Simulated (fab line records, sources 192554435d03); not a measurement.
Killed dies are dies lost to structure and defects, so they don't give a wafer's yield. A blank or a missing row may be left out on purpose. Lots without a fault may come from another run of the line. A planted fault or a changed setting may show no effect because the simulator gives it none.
Chamber matching | flow n5_finfet | N5_BEOL_M1_STRIP_36 on rie_diel-03: 4 sister chambers
The step strips in N2/H2. 18 wafers are shown with their chamber, then 9 later ones without.

WAFERS WITH THEIR CHAMBER
wafer  | chamber | showerhead_plenum_p_Torr (Torr) | throttle_valve_pct (%) | drypump_motor_current_A (A)
L077.2 | 3       | 2.72                            | 23.41                  | 5.5
L077.5 | 2       | 2.40                            | 23.75                  | 5.3
L077.6 | 1       | 2.62                            | 23.93                  | 6.1
L078.1 | 2       | 2.40                            | 23.76                  | 5.3
L078.4 | 0       | 2.48                            | 23.29                  | 4.7
L078.6 | 2       | 2.40                            | 23.74                  | 5.3
L081.2 | 1       | 2.61                            | 23.95                  | 6.1
L081.5 | 1       | 2.62                            | 23.94                  | 6.1
L081.6 | 0       | 2.48                            | 23.27                  | 4.8
L082.2 | 2       | 2.39                            | 23.74                  | 5.4
L082.3 | 1       | 2.61                            | 23.97                  | 6.0
L082.5 | 1       | 2.61                            | 23.97                  | 6.0
L086.2 | 2       | 2.39                            | 23.74                  | 5.4
L086.3 | 0       | 2.48                            | 23.30                  | 4.8
L086.4 | 1       | 2.61                            | 23.96                  | 6.1
L087.1 | 0       | 2.48                            | 23.28                  | 4.8
L087.4 | 3       | 2.71                            | 23.38                  | 5.5
L087.6 | 1       | 2.61                            | 23.97                  | 6.0

SIGNATURES (means of the wafers above)
reading                  | chamber 0 | chamber 1 | chamber 2 | chamber 3 | scatter within a chamber
showerhead_plenum_p_Torr | 2.4800    | 2.6129    | 2.3960    | 2.7150    | 0.00473
throttle_valve_pct       | 23.2850   | 23.9557   | 23.7460   | 23.3950   | 0.0142
drypump_motor_current_A  | 4.775     | 6.057     | 5.340     | 5.500     | 0.0512
Rule: a wafer's distance from a chamber is the root of the sum, over the readings, of the square of ((its reading less the chamber's mean) divided by the reading's scatter). The wafer belongs to the nearest chamber; if the next one is less than 2 further off, it can't be placed. The scatter: the root of (the sum of the squares of (reading less its chamber's mean) over the shown wafers, divided by (wafers less chambers)).

WAFERS WITHOUT THEIR CHAMBER
wafer  | showerhead_plenum_p_Torr (Torr) | throttle_valve_pct (%) | drypump_motor_current_A (A)
L089.2 | 2.47                            | 23.30                  | 4.8
L089.3 | 2.61                            | 24.00                  | 6.1
L089.5 | 2.71                            | 23.42                  | 5.5
L090.2 | 2.61                            | 24.01                  | 6.1
L090.3 | 2.71                            | 23.56                  | 5.3
L090.6 | 2.61                            | 23.99                  | 6.0
L092.1 | 2.47                            | 23.33                  | 4.7
L092.2 | 2.71                            | 23.56                  | 5.3
L092.6 | 2.60                            | 24.03                  | 6.0

WHICH CHAMBER EACH WENT THROUGH
wafer  | from the rows above | in truth
L089.2 | 0                   | 0
L089.3 | 1                   | 1
L089.5 | 3                   | 3
L090.2 | 1                   | 1
L090.3 | 3                   | 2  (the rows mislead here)
L090.6 | 1                   | 1
L092.1 | 0                   | 0
L092.2 | 3                   | 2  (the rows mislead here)
L092.6 | 1                   | 1
Placed correctly: 7 of 9. Can't be placed from these rows: 0. Placed wrongly: 2.
